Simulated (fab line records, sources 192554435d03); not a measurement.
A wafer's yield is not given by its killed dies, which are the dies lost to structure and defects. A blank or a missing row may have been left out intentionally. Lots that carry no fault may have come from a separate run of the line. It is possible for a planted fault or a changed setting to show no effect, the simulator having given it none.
Split-lot trial	flow n5_finfet	route with 1938 steps; 7 lots, 39 wafers read

ABOUT THE SPLIT
At N5_BEOL_M15_TRENCH_ETCH_34 (etches SiO2 in C4F8/O2/Ar, target depth 872.93 nm, time 199 s), the setting target_depth_a was moved away from the recipe's 8729.3 angstrom on 12 of the 39 wafers read, by -56.3% to +20.5%. This setting was run at the recipe's value on the other wafers.

FROM THE SPLIT TO THE READING: what the file shows between them, 7 steps
- N5_BEOL_M15_STRIP_36: strips in O2
- N5_BEOL_M15_ECD_47: material Cu, target thk 1860 nm
- N5_BEOL_M15_ANNEAL_48: time 90 s
- N5_BEOL_M15_CMP_49: polishes, stops on SiO2, t overpolish 4.9 s, target thk 850 nm
- N5_BEOL_M15_THK_MEAS_50: measures by xrf
- N5_BEOL_M15_PRE_CLEAN_52: time 15 s
- N5_BEOL_M15_DEP_53: deposits SiCN from 3MS/NH3, target thk 50 nm, time 17.8 s

THE READING
M15_RS, in ohm/sq, at N5_BEOL_M15_RS_MEAS_54 (measures by four-point-probe). On this fab line, fault-free wafers typically give 0.0215 ohm/sq with a standard deviation of 0.0004 ohm/sq.

wafer	tool, chamber at the split	target_depth_a as run, angstrom	against the recipe	M15_RS, ohm/sq	against lot-mates on the recipe
L076.1	rie_diel-05, 3	8729.3	recipe	0.0216	-
L076.2	rie_diel-05, 1	8729.3	recipe	0.0216	-
L076.3	rie_diel-05, 2	8729.3	recipe	0.0218	-
L076.4	rie_diel-05, 0	8729.3	recipe	0.0225	-
L076.5	rie_diel-05, 1	8729.3	recipe	0.0217	-
L076.6	rie_diel-05, 0	8729.3	recipe	0.0225	-
L079.1	rie_diel-04, 2	4423	-49.3%	0.0434	+0.0222
L079.2	rie_diel-04, 3	4423	-49.3%	0.0433	+0.0221
L079.3	rie_diel-04, 0	4423	-49.3%	0.0440	+0.0228
L079.4	rie_diel-04, 1	8729.3	recipe	0.0215	-
L079.5	rie_diel-04, 3	8729.3	recipe	0.0209	-
L079.6	rie_diel-04, 0	8729.3	recipe	0.0212	-
L083.1	rie_diel-05, 1	8729.3	recipe	0.0216	-
L083.4	rie_diel-05, 2	8729.3	recipe	0.0212	-
L083.6	rie_diel-05, 0	8729.3	recipe	0.0221	-
L084.1	rie_diel-04, 1	8729.3	recipe	0.0212	-
L084.2	rie_diel-04, 3	8729.3	recipe	0.0211	-
L084.3	rie_diel-04, 2	6316	-27.6%	0.0298	+0.0087
L084.4	rie_diel-04, 0	6316	-27.6%	0.0297	+0.0086
L084.5	rie_diel-04, 3	6316	-27.6%	0.0297	+0.0086
L084.6	rie_diel-04, 2	8729.3	recipe	0.0210	-
L091.1	rie_diel-05, 0	10520	+20.5%	0.0181	-0.0033
L091.2	rie_diel-05, 2	10520	+20.5%	0.0178	-0.0036
L091.3	rie_diel-05, 3	8729.3	recipe	0.0210	-
L091.4	rie_diel-05, 1	8729.3	recipe	0.0216	-
L091.5	rie_diel-05, 0	10520	+20.5%	0.0184	-0.0030
L091.6	rie_diel-05, 1	8729.3	recipe	0.0215	-
L094.1	rie_diel-01, 0	3814	-56.3%	0.0524	+0.0305
L094.2	rie_diel-01, 3	8729.3	recipe	0.0221	-
L094.3	rie_diel-01, 1	3814	-56.3%	0.0535	+0.0316
L094.4	rie_diel-01, 2	8729.3	recipe	0.0218	-
L094.5	rie_diel-01, 1	3814	-56.3%	0.0522	+0.0303
L094.6	rie_diel-01, 2	8729.3	recipe	0.0218	-
L096.1	rie_diel-05, 3	8729.3	recipe	0.0211	-
L096.2	rie_diel-05, 0	8729.3	recipe	0.0222	-
L096.3	rie_diel-05, 2	8729.3	recipe	0.0216	-
L096.4	rie_diel-05, 1	8729.3	recipe	0.0215	-
L096.5	rie_diel-05, 3	8729.3	recipe	0.0210	-
L096.6	rie_diel-05, 0	8729.3	recipe	0.0224	-

THE FIT
A straight line over all 39 wafers: M15_RS changes by -0.000453 ohm/sq for each +1% of target_depth_a; r = -0.97; the points scatter about the line by 0.0026 ohm/sq.
The same after taking each lot's own level away (the mean of its wafers on the recipe; 39 wafers): -0.000454 ohm/sq for each +1%; r = -0.97; scatter 0.0025 ohm/sq.
The reading moves by 0.026 ohm/sq for the largest change in target_depth_a, on that fit.
The span of the lots' own levels, 0.02110 to 0.02195 ohm/sq, comes to 2.1 times the standard deviation stated above.
Hence the lot-to-lot level has little effect on the slope; both slopes agree.
Check: with one of the wafers moved furthest among these (-56.3%) left out of the fit, the line predicts +0.0253 ohm/sq for it against its lot-mates. Against them it came out at +0.0305 ohm/sq.

FURTHER SPLITS ON THESE WAFERS
Note: prior to the reading, these wafers also went through further splits. Each is held against what the fit with the lots' levels taken away leaves over:
other split on the same wafers	wafers away from the commonest value	r with M15_RS (lot level and that fit taken away)
N5_BEOL_M12_TRENCH_ETCH_34 target_depth_a	18	+0.21

THE WHOLE CHAIN: every reading that the file lists as answering this split, in the file's order
step	what it does	reading	change (the file's fit)	r (the file's)
N5_BEOL_M15_TRENCH_ETCH_34	etches SiO2 in C4F8/O2/Ar, target depth 872.93 nm, time 199 s	etch.depth_nm (the simulator's own value, which no gauge read)	+8.65 nm for each +1% of the setting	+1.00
N5_BEOL_M15_TRENCH_ETCH_34	etches SiO2 in C4F8/O2/Ar, target depth 872.93 nm, time 199 s	coat_of_BEOL_M15_COAT_22.thk_nm (the simulator's own value, which no gauge read)	-1.73 nm for each +1% of the setting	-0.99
N5_BEOL_M15_CMP_49	polishes, stops on SiO2, t overpolish 4.9 s, target thk 850 nm	Cu_of_BEOL_M15_ECD_47.thk_nm (the simulator's own value, which no gauge read)	+8.65 nm for each +1% of the setting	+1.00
N5_BEOL_M15_THK_MEAS_50	measures by xrf	M15_THK	+8.51 for each +1% of the setting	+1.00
N5_BEOL_M15_RS_MEAS_54	measures by four-point-probe	M15_RS	-0.000463 for each +1% of the setting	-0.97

FILE'S OWN FIT
M15_RS changes by -0.000463 ohm/sq for each +1% of target_depth_a, r = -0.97.
